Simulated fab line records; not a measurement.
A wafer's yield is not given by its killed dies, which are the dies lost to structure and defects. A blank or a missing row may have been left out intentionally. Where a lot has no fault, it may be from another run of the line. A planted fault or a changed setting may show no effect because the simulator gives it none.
The tool behind it: which one? | flow n5_finfet | Sampling: 24 lots, 72 wafers, 6 of 1938 route steps

## WHAT THE GAUGES READ, wafer by wafer
The record lacks any reading of a measuring or inspecting step that a usual standard deviation could be used to judge.

## WHICH TOOL RAN EACH LOT (tool, then ch and the chambers of the sampled wafers, then the start)
lot  | N5_BEOL_M7_ILD_DEP_00           | N5_BEOL_M7_DESCUM_16               | N5_BEOL_M7_VIA_ETCH_34             | N5_BEOL_M7_CURE_75            | N5_BEOL_M7_DEGAS_44          | N5_BEOL_M7_PRE_CLEAN_45
L074 | pecvd-04 ch 0,1,2, day 9 00:53  | rie_diel-06 ch 1,2,3, day 9 04:34  | rie_diel-02 ch 0,2,3, day 9 06:41  | uv_cure-02 ch 0, day 9 07:08  | pvd_sputter-03, day 9 10:49  | pvd_sputter-03, day 9 10:51
L075 | pecvd-03 ch 0,1,2, day 9 07:10  | rie_diel-06 ch 0,2,3, day 9 11:57  | rie_diel-06 ch 0,1,3, day 9 22:31  | uv_cure-02 ch 1, day 9 22:58  | pvd_sputter-02, day 9 23:25  | pvd_sputter-02, day 9 23:27
L077 | pecvd-04 ch 0,2, day 10 01:23   | rie_diel-06 ch 0,1,3, day 10 05:59 | rie_diel-06 ch 0,1,3, day 10 08:23 | uv_cure-03 ch 1, day 10 08:53 | pvd_sputter-02, day 10 09:20 | pvd_sputter-02, day 10 09:22
L076 | pecvd-04 ch 0,1,2, day 10 02:50 | rie_diel-02 ch 0,2,3, day 10 06:29 | rie_diel-06 ch 0,1, day 10 08:52   | uv_cure-03 ch 1, day 10 09:26 | pvd_sputter-02, day 10 09:51 | pvd_sputter-02, day 10 09:53
L079 | pecvd-01 ch 0,1, day 10 09:23   | rie_diel-04 ch 2,3, day 10 15:09   | rie_diel-04 ch 2,3, day 10 18:31   | uv_cure-02 ch 0, day 10 19:01 | pvd_sputter-02, day 10 19:19 | pvd_sputter-02, day 10 19:22
L080 | pecvd-04 ch 0,1, day 11 00:46   | rie_diel-06 ch 0,1,2, day 11 03:29 | rie_diel-02 ch 0,3, day 11 05:19   | uv_cure-01 ch 0, day 11 05:57 | pvd_sputter-02, day 11 08:28 | pvd_sputter-02, day 11 08:30
L081 | pecvd-03 ch 0,1,2, day 11 05:17 | rie_diel-02 ch 0,2,3, day 11 06:34 | rie_diel-02 ch 0,2,3, day 11 08:41 | uv_cure-02 ch 2, day 11 09:16 | pvd_sputter-02, day 11 09:46 | pvd_sputter-02, day 11 09:48
L082 | pecvd-03 ch 0,1,2, day 11 23:59 | rie_diel-04 ch 2,3, day 12 02:50   | rie_diel-04 ch 1,2,3, day 12 05:08 | uv_cure-02 ch 2, day 12 05:38 | pvd_sputter-03, day 12 06:11 | pvd_sputter-03, day 12 06:13
L083 | pecvd-01 ch 0,1,2, day 12 08:11 | rie_diel-04 ch 0,2,3, day 12 10:38 | rie_diel-02 ch 0,2,3, day 12 12:33 | uv_cure-01 ch 2, day 12 13:00 | pvd_sputter-01, day 12 13:25 | pvd_sputter-01, day 12 13:28
L078 | pecvd-04 ch 1,2, day 12 09:00   | rie_diel-04 ch 0,2,3, day 12 10:53 | rie_diel-02 ch 1,2,3, day 12 12:57 | uv_cure-01 ch 2, day 12 13:24 | pvd_sputter-02, day 12 14:17 | pvd_sputter-02, day 12 14:19
L084 | pecvd-01 ch 0,2, day 12 22:55   | rie_diel-06 ch 0,3, day 13 00:43   | rie_diel-04 ch 0,1,3, day 13 02:38 | uv_cure-03 ch 1, day 13 03:05 | pvd_sputter-02, day 13 03:34 | pvd_sputter-02, day 13 03:37
L086 | pecvd-01 ch 0,1,2, day 13 06:33 | rie_diel-02 ch 1,3, day 13 09:08   | rie_diel-04 ch 0,1,3, day 13 12:10 | uv_cure-01 ch 0, day 13 12:40 | pvd_sputter-01, day 13 13:12 | pvd_sputter-01, day 13 13:14
L087 | pecvd-03 ch 0,2, day 13 06:49   | rie_diel-02 ch 0,2,3, day 13 09:23 | rie_diel-06 ch 1,2,3, day 13 12:16 | uv_cure-02 ch 2, day 13 12:45 | pvd_sputter-02, day 13 13:14 | pvd_sputter-02, day 13 13:16
L085 | pecvd-04 ch 0,2, day 13 10:22   | rie_diel-02 ch 2,3, day 13 12:40   | rie_diel-06 ch 0,1,2, day 13 13:49 | uv_cure-03 ch 2, day 13 14:16 | pvd_sputter-03, day 13 16:29 | pvd_sputter-03, day 13 16:32
L089 | pecvd-04 ch 1,2, day 13 20:25   | rie_diel-04 ch 2,3, day 14 00:28   | rie_diel-04 ch 0,1,3, day 14 03:52 | uv_cure-01 ch 2, day 14 04:18 | pvd_sputter-02, day 14 04:44 | pvd_sputter-02, day 14 04:46
L090 | pecvd-03 ch 0,1,2, day 14 07:14 | rie_diel-02 ch 0,3, day 14 09:26   | rie_diel-02 ch 0,1,3, day 14 12:08 | uv_cure-01 ch 0, day 14 12:35 | pvd_sputter-01, day 14 13:11 | pvd_sputter-01, day 14 13:13
L088 | pecvd-01 ch 0,1, day 14 07:15   | rie_diel-02 ch 2,3, day 14 09:11   | rie_diel-04 ch 0,2,3, day 14 11:58 | uv_cure-03 ch 1, day 14 12:30 | pvd_sputter-01, day 14 13:00 | pvd_sputter-01, day 14 13:02
L093 | pecvd-03 ch 0,1, day 14 10:00   | rie_diel-06 ch 0,3, day 14 12:58   | rie_diel-02 ch 0,2,3, day 14 15:20 | uv_cure-01 ch 2, day 14 15:55 | pvd_sputter-02, day 14 16:23 | pvd_sputter-02, day 14 16:25
L091 | pecvd-03 ch 0,2, day 14 14:29   | rie_diel-04 ch 0,2, day 14 16:37   | rie_diel-04 ch 1,2, day 14 21:49   | uv_cure-03 ch 2, day 14 22:18 | pvd_sputter-03, day 14 22:43 | pvd_sputter-03, day 14 22:45
L095 | pecvd-04 ch 1,2, day 14 18:13   | rie_diel-02 ch 0,1,2, day 14 22:33 | rie_diel-04 ch 0,1,2, day 15 02:53 | uv_cure-02 ch 2, day 15 03:23 | pvd_sputter-01, day 15 05:23 | pvd_sputter-01, day 15 05:26
L092 | pecvd-04 ch 0,1, day 14 20:16   | rie_diel-04 ch 0,2, day 14 22:47   | rie_diel-06 ch 2,3, day 15 03:13   | uv_cure-03 ch 1, day 15 03:46 | pvd_sputter-01, day 15 05:28 | pvd_sputter-01, day 15 05:31
L094 | pecvd-04 ch 1,2, day 15 00:23   | rie_diel-04 ch 0,2,3, day 15 03:11 | rie_diel-04 ch 1,3, day 15 05:03   | uv_cure-03 ch 2, day 15 05:30 | pvd_sputter-01, day 15 05:55 | pvd_sputter-01, day 15 05:57
L096 | pecvd-03 ch 0,1,2, day 15 09:14 | rie_diel-06 ch 0,1, day 15 14:04   | rie_diel-04 ch 0,1, day 15 15:43   | uv_cure-03 ch 2, day 15 16:46 | pvd_sputter-01, day 15 18:14 | pvd_sputter-01, day 15 18:16
L097 | pecvd-04 ch 0,1,2, day 15 14:40 | rie_diel-06 ch 0,1,2, day 15 16:19 | rie_diel-04 ch 0,1,3, day 15 17:59 | uv_cure-02 ch 1, day 15 18:25 | pvd_sputter-01, day 15 19:07 | pvd_sputter-01, day 15 19:09
- N5_BEOL_M7_ILD_DEP_00: deposits SiCOH lowk from DEMS/porogen, target thk 179.75 nm, time 33.4 s.
- N5_BEOL_M7_DESCUM_16: chemistry O2, time 7.9 s.
- N5_BEOL_M7_VIA_ETCH_34: etches SiCOH lowk in C4F6/O2, target depth 125.5 nm, time 50.5 s.
- N5_BEOL_M7_CURE_75: cures SiCOH lowk, time 120 s.
- N5_BEOL_M7_DEGAS_44: time 60 s.
- N5_BEOL_M7_PRE_CLEAN_45: time 30 s.

## AS READ BY THE TOOLS THEMSELVES (means over the sampled wafers that have a number; for cases with no such wafer, the mark the record gives instead)
N5_BEOL_M7_ILD_DEP_00. Usual: heater_power_outer_w 142 W, standard deviation 26; heater_power_w 309 W, standard deviation 52; showerhead_plenum_p_Torr 5.739 Torr, standard deviation 0.01; throttle_valve_pct 14.0 %, standard deviation 0.59.
lot  | tool     | heater_power_outer_w (W) | heater_power_w (W) | showerhead_plenum_p_Torr (Torr) | throttle_valve_pct (%) | flag
L074 | pecvd-04 | 124                      | 273                | 5.739                           | 13.8                   |
L075 | pecvd-03 | 127                      | 296                | 5.738                           | 14.0                   |
L077 | pecvd-04 | 142                      | 291                | 5.741                           | 13.8                   |
L076 | pecvd-04 | 141                      | 296                | 5.744                           | 13.8                   |
L079 | pecvd-01 | 162                      | 370                | 5.748                           | 15.2                   |
L080 | pecvd-04 | 158                      | 328                | 5.733                           | 14.0                   |
L081 | pecvd-03 | 139                      | 311                | 5.745                           | 14.1                   |
L082 | pecvd-03 | 140                      | 315                | 5.739                           | 13.8                   |
L083 | pecvd-01 | 153                      | 337                | 5.743                           | 14.3                   |
L078 | pecvd-04 | 122                      | 263                | 5.735                           | 13.8                   |
L084 | pecvd-01 | 184                      | 411                | 5.732                           | 14.6                   |
L086 | pecvd-01 | 150                      | 336                | 5.746                           | 14.3                   |
L087 | pecvd-03 | 159                      | 348                | 5.747                           | 13.7                   |
L085 | pecvd-04 | 154                      | 303                | 5.740                           | 13.9                   |
L089 | pecvd-04 | 129                      | 277                | 5.727                           | 13.9                   |
L090 | pecvd-03 | 141                      | 318                | 5.738                           | 14.0                   |
L088 | pecvd-01 | 148                      | 345                | 5.747                           | 15.3                   |
L093 | pecvd-03 | 125                      | 280                | 5.742                           | 14.2                   |
L091 | pecvd-03 | 149                      | 337                | 5.743                           | 14.0                   |
L095 | pecvd-04 | 117                      | 261                | 5.734                           | 13.9                   |
L092 | pecvd-04 | 120                      | 279                | 5.737                           | 14.0                   |
L094 | pecvd-04 | 117                      | 258                | 5.739                           | 13.9                   |
L096 | pecvd-03 | 133                      | 304                | 5.729                           | 14.2                   |
L097 | pecvd-04 | 141                      | 299                | 5.729                           | 13.8                   |

N5_BEOL_M7_DESCUM_16. Usual: drypump_motor_current_A 5.5 A, standard deviation 0.35; oes_product_au 0.80 a.u., standard deviation 0.092; rf_vpp_V 243.1 V, standard deviation 1.4; showerhead_plenum_p_Torr 2.09 Torr, standard deviation 0.072; throttle_valve_pct 20.44 %, standard deviation 0.22.
lot  | tool        | drypump_motor_current_A (A) | oes_product_au (a.u.) | rf_vpp_V (V) | showerhead_plenum_p_Torr (Torr) | throttle_valve_pct (%) | flag
L074 | rie_diel-06 | 5.4                         | 0.79                  | 242.6        | 2.07                            | 20.56                  |
L075 | rie_diel-06 | 5.5                         | 0.79                  | 242.5        | 2.04                            | 20.64                  |
L077 | rie_diel-06 | 5.4                         | 0.80                  | 242.4        | 2.10                            | 20.61                  |
L076 | rie_diel-02 | 5.6                         | 0.73                  | 243.0        | 2.05                            | 20.37                  |
L079 | rie_diel-04 | 5.8                         | 0.93                  | 245.0        | 2.17                            | 20.33                  |
L080 | rie_diel-06 | 5.2                         | 0.82                  | 244.2        | 2.17                            | 20.63                  |
L081 | rie_diel-02 | 5.5                         | 0.73                  | 242.3        | 2.05                            | 20.40                  |
L082 | rie_diel-04 | 5.7                         | 0.87                  | 243.5        | 2.10                            | 20.25                  |
L083 | rie_diel-04 | 5.5                         | 0.89                  | 243.5        | 2.10                            | 20.38                  |
L078 | rie_diel-04 | 5.5                         | 0.89                  | 242.7        | 2.10                            | 20.38                  |
L084 | rie_diel-06 | 5.5                         | 0.78                  | 242.5        | 2.07                            | 20.71                  |
L086 | rie_diel-02 | 5.6                         | 0.84                  | 243.7        | 2.10                            | 20.11                  |
L087 | rie_diel-02 | 5.6                         | 0.72                  | 243.1        | 2.04                            | 20.42                  |
L085 | rie_diel-02 | 5.5                         | 0.69                  | 242.5        | 2.06                            | 20.36                  |
L089 | rie_diel-04 | 5.8                         | 0.87                  | 244.4        | 2.16                            | 20.36                  |
L090 | rie_diel-02 | 5.3                         | 0.72                  | 242.3        | 2.02                            | 20.41                  |
L088 | rie_diel-02 | 5.5                         | 0.69                  | 242.6        | 2.06                            | 20.36                  |
L093 | rie_diel-06 | 5.7                         | 0.83                  | 243.1        | 2.05                            | 20.57                  |
L091 | rie_diel-04 | 5.3                         | 0.89                  | 241.7        | 2.10                            | 20.53                  |
L095 | rie_diel-02 | 5.7                         | 0.79                  | 242.2        | 2.07                            | 20.35                  |
L092 | rie_diel-04 | 5.6                         | 0.89                  | 243.2        | 2.16                            | 20.50                  |
L094 | rie_diel-04 | 5.5                         | 0.86                  | 243.4        | 2.10                            | 20.41                  |
L096 | rie_diel-06 | 5.0                         | 0.73                  | 243.5        | 2.14                            | 20.75                  |
L097 | rie_diel-06 | 5.2                         | 0.78                  | 244.3        | 2.16                            | 20.67                  |

N5_BEOL_M7_VIA_ETCH_34. Usual: bias_w 185.0 W, standard deviation 0.54; drypump_motor_current_A 5.5 A, standard deviation 0.34; oes_product_au 0.81 a.u., standard deviation 0.086; rf_vpp_V 664 V, standard deviation 6.3; showerhead_plenum_p_Torr 2.85 Torr, standard deviation 0.091; throttle_valve_pct 20.88 %, standard deviation 0.21.
lot  | tool        | bias_w (W) | drypump_motor_current_A (A) | oes_product_au (a.u.) | rf_vpp_V (V) | showerhead_plenum_p_Torr (Torr) | throttle_valve_pct (%) | flag
L074 | rie_diel-02 | 185.3      | 5.5                         | 0.74                  | 662          | 2.80                            | 20.85                  |
L075 | rie_diel-06 | 184.7      | 5.4                         | 0.81                  | 668          | 2.87                            | 21.06                  |
L077 | rie_diel-06 | 184.7      | 5.4                         | 0.80                  | 668          | 2.86                            | 21.07                  |
L076 | rie_diel-06 | 185.2      | 5.0                         | 0.76                  | 673          | 2.92                            | 21.17                  |
L079 | rie_diel-04 | 185.1      | 5.7                         | 0.93                  | 668          | 2.95                            | 20.83                  |
L080 | rie_diel-02 | 184.8      | 5.3                         | 0.73                  | 660          | 2.79                            | 20.81                  |
L081 | rie_diel-02 | 185.2      | 5.5                         | 0.73                  | 661          | 2.80                            | 20.88                  |
L082 | rie_diel-04 | 184.7      | 5.6                         | 0.84                  | 666          | 2.88                            | 20.74                  |
L083 | rie_diel-02 | 185.2      | 5.6                         | 0.72                  | 662          | 2.80                            | 20.89                  |
L078 | rie_diel-02 | 185.0      | 5.7                         | 0.78                  | 663          | 2.85                            | 20.74                  |
L084 | rie_diel-04 | 184.8      | 5.3                         | 0.82                  | 659          | 2.80                            | 20.76                  |
L086 | rie_diel-04 | 185.2      | 5.3                         | 0.82                  | 660          | 2.79                            | 20.76                  |
L087 | rie_diel-06 | 185.3      | 5.4                         | 0.85                  | 672          | 2.92                            | 20.94                  |
L085 | rie_diel-06 | 185.1      | 5.2                         | 0.78                  | 673          | 2.94                            | 21.12                  |
L089 | rie_diel-04 | 184.3      | 5.3                         | 0.81                  | 660          | 2.79                            | 20.76                  |
L090 | rie_diel-02 | 184.9      | 5.5                         | 0.78                  | 663          | 2.82                            | 20.75                  |
L088 | rie_diel-04 | 185.1      | 5.5                         | 0.87                  | 662          | 2.85                            | 20.88                  |
L093 | rie_diel-02 | 185.4      | 5.5                         | 0.71                  | 661          | 2.79                            | 20.91                  |
L091 | rie_diel-04 | 185.7      | 5.6                         | 0.84                  | 670          | 2.97                            | 20.91                  |
L095 | rie_diel-04 | 184.6      | 5.4                         | 0.84                  | 664          | 2.88                            | 20.90                  |
L092 | rie_diel-06 | 185.0      | 5.6                         | 0.89                  | 673          | 2.94                            | 20.89                  |
L094 | rie_diel-04 | 185.3      | 5.3                         | 0.75                  | 663          | 2.81                            | 20.66                  |
L096 | rie_diel-04 | 184.1      | 5.1                         | 0.76                  | 662          | 2.82                            | 20.80                  |
L097 | rie_diel-04 | 184.7      | 5.3                         | 0.81                  | 659          | 2.79                            | 20.78                  |

N5_BEOL_M7_CURE_75. Usual: lamp_power_pct 52.32 %, standard deviation 0.056; wafer_temp_C_max 371.7, standard deviation 0.56.
lot  | tool       | lamp_power_pct (%) | wafer_temp_C_max | flag
L074 | uv_cure-02 | 52.32              | 371.7            |
L075 | uv_cure-02 | 52.28              | 372.0            |
L077 | uv_cure-03 | 52.28              | 371.6            |
L076 | uv_cure-03 | 52.38              | 371.4            |
L079 | uv_cure-02 | 52.32              | 371.4            |
L080 | uv_cure-01 | 52.31              | 371.3            |
L081 | uv_cure-02 | 52.36              | 371.1            |
L082 | uv_cure-02 | 52.35              | 371.7            |
L083 | uv_cure-01 | 52.35              | 372.2            |
L078 | uv_cure-01 | 52.29              | 372.8            |
L084 | uv_cure-03 | 52.32              | 371.7            |
L086 | uv_cure-01 | 52.33              | 371.3            |
L087 | uv_cure-02 | 52.27              | 371.6            |
L085 | uv_cure-03 | 52.37              | 371.7            |
L089 | uv_cure-01 | 52.33              | 372.3            |
L090 | uv_cure-01 | 52.32              | 371.6            |
L088 | uv_cure-03 | 52.33              | 371.1            |
L093 | uv_cure-01 | 52.27              | 372.3            |
L091 | uv_cure-03 | 52.35              | 371.6            |
L095 | uv_cure-02 | 52.28              | 371.9            |
L092 | uv_cure-03 | 52.34              | 371.4            |
L094 | uv_cure-03 | 52.32              | 371.9            |
L096 | uv_cure-03 | 52.33              | 371.2            |
L097 | uv_cure-02 | 52.30              | 371.8            |

N5_BEOL_M7_DEGAS_44. Usual: heater_power_w reads 328 W (standard deviation 27).
lot  | tool           | heater_power_w (W) | flag
L074 | pvd_sputter-03 | 335                |
L075 | pvd_sputter-02 | 358                |
L077 | pvd_sputter-02 | 304                |
L076 | pvd_sputter-02 | 319                |
L079 | pvd_sputter-02 | 313                |
L080 | pvd_sputter-02 | 309                |
L081 | pvd_sputter-02 | 318                |
L082 | pvd_sputter-03 | 318                |
L083 | pvd_sputter-01 | 337                |
L078 | pvd_sputter-02 | 340                |
L084 | pvd_sputter-02 | 311                |
L086 | pvd_sputter-01 | 341                |
L087 | pvd_sputter-02 | 348                |
L085 | pvd_sputter-03 | 325                |
L089 | pvd_sputter-02 | 363                |
L090 | pvd_sputter-01 | 321                |
L088 | pvd_sputter-01 | 343                |
L093 | pvd_sputter-02 | 335                |
L091 | pvd_sputter-03 | 327                |
L095 | pvd_sputter-01 | 322                |
L092 | pvd_sputter-01 | 331                |
L094 | pvd_sputter-01 | 329                |
L096 | pvd_sputter-01 | 320                |
L097 | pvd_sputter-01 | 329                |

N5_BEOL_M7_PRE_CLEAN_45. Usual: heater_power_w reads 328 W (standard deviation 27).
lot  | tool           | heater_power_w (W) | flag
L074 | pvd_sputter-03 | 325                |
L075 | pvd_sputter-02 | 360                |
L077 | pvd_sputter-02 | 298                |
L076 | pvd_sputter-02 | 327                |
L079 | pvd_sputter-02 | 310                |
L080 | pvd_sputter-02 | 306                |
L081 | pvd_sputter-02 | 321                |
L082 | pvd_sputter-03 | 315                |
L083 | pvd_sputter-01 | 343                |
L078 | pvd_sputter-02 | 348                |
L084 | pvd_sputter-02 | 311                |
L086 | pvd_sputter-01 | 340                |
L087 | pvd_sputter-02 | 348                |
L085 | pvd_sputter-03 | 320                |
L089 | pvd_sputter-02 | 367                |
L090 | pvd_sputter-01 | 329                |
L088 | pvd_sputter-01 | 339                |
L093 | pvd_sputter-02 | 333                |
L091 | pvd_sputter-03 | 330                |
L095 | pvd_sputter-01 | 328                |
L092 | pvd_sputter-01 | 327                |
L094 | pvd_sputter-01 | 329                |
L096 | pvd_sputter-01 | 319                |
L097 | pvd_sputter-01 | 330                |

## THE ANSWER, worked out from the rows above alone
Rule: lot off if the mean of its wafers having a number is beyond 3 standard deviations from the usual mean. A lot without any number at a reading at which 4 lots or more have one is off too. The other lots that the step has rows for count as sound. The gauges are gone through in route order, then the tools' own readings, and for those a lot's mean is taken as printed above. At the first step where some lot is off, the reading lying furthest off is the one used; lots without a number count as furthest.
Nothing can be told from this: no lot is off at any reading shown.

## WHAT THE SIMULATOR PUT IN
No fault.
